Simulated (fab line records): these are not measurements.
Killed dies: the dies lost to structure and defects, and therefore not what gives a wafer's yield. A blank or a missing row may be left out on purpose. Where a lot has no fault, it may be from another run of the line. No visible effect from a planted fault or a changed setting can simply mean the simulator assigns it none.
A lot that was struck, set against a sound lot :: flow n5Finfet :: 16 out of 1938 route steps
Sound: the wafers L779.2, L779.3, L779.4. Struck: wafer L788.2 (L788.5, L788.6, from the same lot, were not struck and are left out); the cause is given at the end.
Each step with rows lists, per side, the tool, then ch with its chambers, then its first start. Under that, the readings that differ: sound wafers :: struck wafers :: difference of the means :: sigmas: that difference in standard deviations of wafers without a fault.
alike: readings whose means differ by less than 2 such deviations, and words and numbers that are the same on both sides. not compared: withheld readings, readings that some wafer has no value for, bounds like >300 that may hide the same value, and numbers for which the record gives no deviation and whose values overlap.
A row with sigmas, a row that says differs or no value, or rows on one side alone: a step with any of these is where the two part. Numbers that don't overlap but have no deviation are shown without sigmas and don't part them. A reading that every wafer of one side lacks parts them only if that side has two wafers or more.

N5_SDB_OVL_MEAS_12:
  sound on overlay-02 ch 0, day 5 02:20; struck on overlay-01 ch 0, day 7 04:39
  alike: SDB_OVL
N5_SDB_INSPECT_13: inspects for defects (brightfield).
  sound on defectInspect-02 at day 5 02:22; struck on defectInspect-01 at day 7 04:40
  alike: rawDefectCount
then, 2 steps without rows for these wafers: N5_SDB_DESCUM_16 (chemistry O2, time 7.9 s); N5_SDB_ETCH_17 (etches SiARC in CF4, target depth 23.4 nm, time 39 s).
N5_SDB_ETCH_18: etches SOC in N2/H2, target depth 100 nm, overetch 20 nm, time 150 s.
  sound on rieDiel-02 ch 0,3, day 5 02:54; struck on rieDiel-04 ch 2, day 7 04:47
reading: chamberPressureMTorr (mTorr)
sound: 29.971 29.974 29.975
struck: 30.028
difference: +0.055
sigmas: +2
  alike: drypumpMotorCurrentA, oesProductAu, rfVppV, showerheadPlenumPTorr, throttleValvePct
  not compared: rfHoursCounterH
then, 1 step without rows for these wafers: N5_SDB_STRIP_19 (strips in N2/H2).
N5_SDB_STRIP_21: strips in CF4.
  sound on rieDiel-02 ch 0,3, day 5 03:02; struck on rieDiel-04 ch 2, day 7 04:55
  alike: chamberPressureMTorr, drypumpMotorCurrentA, oesProductAu, rfVppV, showerheadPlenumPTorr, throttleValvePct
  not compared: rfHoursCounterH
N5_SDB_HM_OPEN_20: chemistry CH3F/O2, target SiNx, stops on poly-Si, target depth 24 nm.
  sound on rieDiel-02 ch 0,3, day 5 03:03; struck on rieDiel-04 ch 2, day 7 04:56
  alike: chamberPressureMTorr, drypumpMotorCurrentA, oes_ar_750_au, oesProductAu, rfVppV, showerheadPlenumPTorr, throttleValvePct
  not compared: rfHoursCounterH
N5_SDB_STRIP_22: strips in N2/H2.
  sound on plasmaAsher-01 ch 0,1, day 5 03:08; struck on plasmaAsher-02 ch 1, day 7 05:01
reading: heaterPowerW (W)
sound: 370 335 363
struck: 311
difference: -45
sigmas: -2
  alike: drypumpMotorCurrentA, oesProductAu, stripTimeToEndpointS
  not compared: rfHoursCounterH
then, 2 steps without rows for these wafers: N5_SDB_PRECLEAN_23 (cleans in dHF, time 30 s); N5_SDB_DUMMY_REMOVE_24 (chemistry TMAH, target poly-Si, stops on SiO2, target depth 142 nm, time 57 s, rinse time 30 s).
N5_SDB_ETCH_25: etches SiO2 in C4F6/O2, target depth 10 nm, time 3.3 s.
  sound on rieDiel-02 ch 0,2, day 5 03:22; struck on rieDiel-06 ch 0, day 7 05:14
  alike: chamberPressureMTorr, drypumpMotorCurrentA, oes_ar_750_au, oesProductAu, rfVppV, showerheadPlenumPTorr, throttleValvePct
  not compared: rfHoursCounterH
N5_SDB_CUT_ETCH_26: etches Si in HBr/Cl2/O2, target depth 129.6 nm, bt time 20 s, time 51.8 s.
  sound on rieSi-04 ch 0,2,3, day 5 03:26; struck on rieSi-04 ch 3, day 7 05:19
reading: HBr_flow_sccm (sccm)
sound: 150.1 150.1 149.6
struck: 150.9
difference: +1.0
sigmas: +2

reading: model.etch.depthNm (nm)
sound: 129 129.5 130.2
struck: 214.4
difference: +84.8
sigmas: 

reading: model.SDB.featureDepthNm (nm)
sound: 129 129.4 130.2
struck: 214.4
difference: +84.9
sigmas: 

reading: model.SiNx_of_SDB_HM_DEP_00.thkNm (nm)
sound: 22.6 21.2 22.2
struck: 11.8
difference: -10.2
sigmas: 
  alike: chamberPressureMTorr, drypumpMotorCurrentA, oesProductAu, throttleValvePct
  not compared: rfHoursCounterH
N5_SDB_PRECLEAN_38: cleans in dHF, time 10 s.
  sound on wetBench-06 ch 0,1,3, day 5 03:34; struck on wetBench-05 ch 0, day 7 05:26
reading: model.SiNx_of_SDB_HM_DEP_00.thkNm (nm)
sound: 22.4 21.2 22.2
struck: 11.6
difference: -10.3
sigmas: 
then, 1 step without rows for these wafers: N5_SDB_PRECLEAN_39 (cleans in O3/DIW, time 45 s).
-- the record jumps here: 9 days lie between the struck wafers' starts before and after (it left off in module SDB and takes up again in module PASSIVATION, whose first step shown is number 1936 of the route) --
N5_PASSIVATION_PROBE_49:
  sound on prober-02 at day 13 13:05; struck on prober-02 at day 15 21:15
  alike: killed_at_M0_to_M3, killed_at_M4_up, killedAtContacts, killedAtFrontEnd, killedAtOther, killedDies, killedOpen, killedShort

WHERE THEY PART
Earliest at N5_SDB_ETCH_18; latest, in this record, at N5_SDB_CUT_ETCH_26. Later steps at which nothing parts them and some readings are alike: N5_PASSIVATION_PROBE_49.

WHY: the cause the simulator had injected
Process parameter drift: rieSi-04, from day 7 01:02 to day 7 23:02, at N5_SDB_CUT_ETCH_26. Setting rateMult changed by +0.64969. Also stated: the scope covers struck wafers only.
